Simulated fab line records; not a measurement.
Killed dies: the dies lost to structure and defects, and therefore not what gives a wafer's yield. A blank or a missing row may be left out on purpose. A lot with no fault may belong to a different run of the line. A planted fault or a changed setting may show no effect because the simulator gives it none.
Matching of chambers    flow n5Finfet    4 sister chambers for N5_DUMMY_GATE_ETCH_36 on rieDiel-02
The step etches SiARC in CF4, target depth 13 nm. 18 wafers are shown with their chamber, then 9 later ones without.

WAFERS WITH THEIR CHAMBER
wafer   chamber  showerheadPlenumPTorr (Torr)  throttleValvePct (%)  drypumpMotorCurrentA (A)
L076.2  2        2.05                          16.04                 5.7
L076.3  0        2.20                          15.18                 6.7
L076.4  3        2.06                          15.41                 5.8
L078.1  3        2.06                          15.43                 5.9
L078.4  2        2.05                          16.04                 5.7
L078.5  3        2.06                          15.41                 5.9
L080.1  1        2.07                          15.98                 5.7
L080.3  0        2.20                          15.19                 6.6
L080.4  2        2.05                          16.05                 5.7
L082.3  1        2.07                          15.97                 5.7
L082.4  0        2.19                          15.20                 6.6
L082.6  0        2.19                          15.19                 6.7
L086.2  1        2.07                          15.98                 5.7
L086.5  1        2.07                          15.99                 5.7
L086.6  0        2.19                          15.22                 6.6
L087.2  0        2.19                          15.22                 6.6
L087.3  3        2.06                          15.46                 5.8
L087.6  3        2.06                          15.45                 5.8

SIGNATURES (averages over the wafers above)
reading                chamber 0  chamber 1  chamber 2  chamber 3  scatter within a chamber
showerheadPlenumPTorr  2.1933     2.0700     2.0500     2.0600     0.00309
throttleValvePct       15.2000    15.9800    16.0433    15.4320    0.0164
drypumpMotorCurrentA   6.633      5.700      5.700      5.840      0.0425
Rule: a wafer's distance from a chamber is the root of the sum, over the readings, of the square of ((its reading less the chamber's mean) divided by the reading's scatter). If the next closest chamber is less than 2 further off than the closest, the wafer can't be placed; otherwise it belongs to the closest. How the scatter is found: for the shown wafers, subtract from each reading the mean of its chamber, square and add these, divide the total by (wafers less chambers), then take the root.

WAFERS MISSING THEIR CHAMBER
wafer   showerheadPlenumPTorr (Torr)  throttleValvePct (%)  drypumpMotorCurrentA (A)
L088.1  2.19                          15.23                 6.6
L088.2  2.07                          15.98                 5.7
L088.3  2.06                          15.46                 5.8
L094.2  2.04                          16.09                 5.7
L094.3  2.19                          15.23                 6.6
L094.5  2.04                          16.12                 5.7
L097.2  2.06                          16.04                 5.7
L097.4  2.18                          15.27                 6.7
L097.5  2.05                          15.50                 5.8

CHAMBER TAKEN BY EACH
wafer   from the rows above      in truth
L088.1  0                        0
L088.2  1                        1
L088.3  3                        3
L094.2  2                        2
L094.3  0                        0
L094.5  2                        2
L097.2  can't be placed: 2 or 1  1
L097.4  0                        0
L097.5  3                        3
Correctly placed: 8 of 9. Unplaceable from these rows: 1, with the true chamber sitting among the candidates in 1. Number placed wrongly: 0.
